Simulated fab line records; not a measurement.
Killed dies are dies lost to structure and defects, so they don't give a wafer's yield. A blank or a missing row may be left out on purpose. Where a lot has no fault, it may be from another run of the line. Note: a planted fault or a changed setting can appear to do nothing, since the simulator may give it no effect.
Lot-split experiment	flow n5_finfet	route with 1938 steps; 7 lots, 21 wafers read

THE SPLIT
At N5_SD_EPI_N_EPI_21 (deposits Si:P, time 690 s), the setting epi_growth_time_s was moved away from the recipe's 690 s on 6 of the 21 wafers read, by -6.7% to +4.7%. All remaining wafers had this setting at the recipe value.

FROM THE SPLIT TO THE READING: what the file shows between them, 2 steps
- N5_SD_EPI_N_PRECLEAN_24: cleans in O3/DIW, time 60 s
- N5_SD_EPI_P_EPI_21: deposits SiGe:B, time 355 s

THE READING
Si-P_of_SD_EPI_N_EPI_21.thk_nm (the simulator's own value, which no gauge read), in nm, at N5_SD_EPI_P_HM_STRIP_48 (strips SiNx in H3PO4, material SiNx, target depth 3 nm). No usual value for it is given in the file. Across the 15 wafers here that went through the recipe, the average is 58.4 nm and the standard deviation 0.52 nm.

wafer	tool, chamber at the split	epi_growth_time_s as run, s	against the recipe	Si-P_of_SD_EPI_N_EPI_21.thk_nm, nm	against lot-mates on the recipe
L075.1	epi_rpcvd-01, 0	690	recipe	58.8	-
L075.3	epi_rpcvd-01, 0	690	recipe	58.4	-
L075.4	epi_rpcvd-01, 0	663.1	-3.9%	57.4	-1.2
L080.2	epi_rpcvd-04, 0	690	recipe	59.4	-
L080.4	epi_rpcvd-04, 0	643.8	-6.7%	56.6	-2.4
L080.6	epi_rpcvd-04, 0	690	recipe	58.6	-
L088.1	epi_rpcvd-03, 0	690	recipe	59	-
L088.3	epi_rpcvd-03, 0	690	recipe	57.8	-
L088.4	epi_rpcvd-03, 0	690	recipe	58.8	-
L090.3	epi_rpcvd-04, 0	655	-5.1%	55.4	-2.4
L090.4	epi_rpcvd-04, 0	655	-5.1%	55.6	-2.2
L090.6	epi_rpcvd-04, 0	690	recipe	57.8	-
L091.3	epi_rpcvd-01, 0	690	recipe	58.6	-
L091.6	epi_rpcvd-01, 0	690	recipe	58.6	-
L091.5	epi_rpcvd-01, 0	690	recipe	59	-
L093.2	epi_rpcvd-01, 0	690	recipe	57.6	-
L093.3	epi_rpcvd-01, 0	690	recipe	58.2	-
L093.6	epi_rpcvd-01, 0	717.3	+4.0%	60.2	+2.3
L095.2	epi_rpcvd-03, 0	690	recipe	58	-
L095.3	epi_rpcvd-03, 0	722.4	+4.7%	59.4	+1.5
L095.5	epi_rpcvd-03, 0	690	recipe	57.8	-

FIT RESULTS
A straight line over all 21 wafers: Si-P_of_SD_EPI_N_EPI_21.thk_nm changes by +0.38 nm for each +1% of epi_growth_time_s; r = +0.86; the points scatter about the line by 0.63 nm.
The same after taking each lot's own level away (the mean of its wafers on the recipe; 21 wafers): +0.406 nm for each +1%; r = +0.95; scatter 0.37 nm.
That fit puts the effect of the largest move of epi_growth_time_s on the reading at 2.7 nm.
From 57.80 to 59.00 nm: that is the span of the lots' own levels, equal to 2.3 times the standard deviation above.
So the lot-to-lot level changes the slope little: the two slopes agree.
Check: for one of the wafers moved furthest among these (-6.7%), held out of the fit, the line's prediction against its lot-mates is -2.82 nm. Against them it came out at -2.4 nm.

OTHER SPLITS APPLIED TO THESE WAFERS
These wafers also went through other splits before the reading. Each is held against what the fit with the lots' levels taken away leaves over:
other split on the same wafers	wafers away from the commonest value	r with Si-P_of_SD_EPI_N_EPI_21.thk_nm (lot level and that fit taken away)
N5_DUMMY_GATE_EXPOSE_12 dose_mj	4	+0.04

THE WHOLE CHAIN: every reading that the file lists as answering this split, in the file's order
step	what it does	reading	change (the file's fit)	r (the file's)
N5_SD_EPI_N_EPI_21	deposits Si:P, time 690 s	Si-P_of_SD_EPI_N_EPI_21.thk_nm (the simulator's own value, which no gauge read)	+0.401 nm for each +1% of the setting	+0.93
N5_SD_EPI_P_HM_STRIP_48	strips SiNx in H3PO4, material SiNx, target depth 3 nm	Si-P_of_SD_EPI_N_EPI_21.thk_nm (the simulator's own value, which no gauge read)	+0.393 nm for each +1% of the setting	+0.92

THE FILE'S OWN FIT
Si-P_of_SD_EPI_N_EPI_21.thk_nm changes by +0.393 nm for each +1% of epi_growth_time_s, r = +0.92.
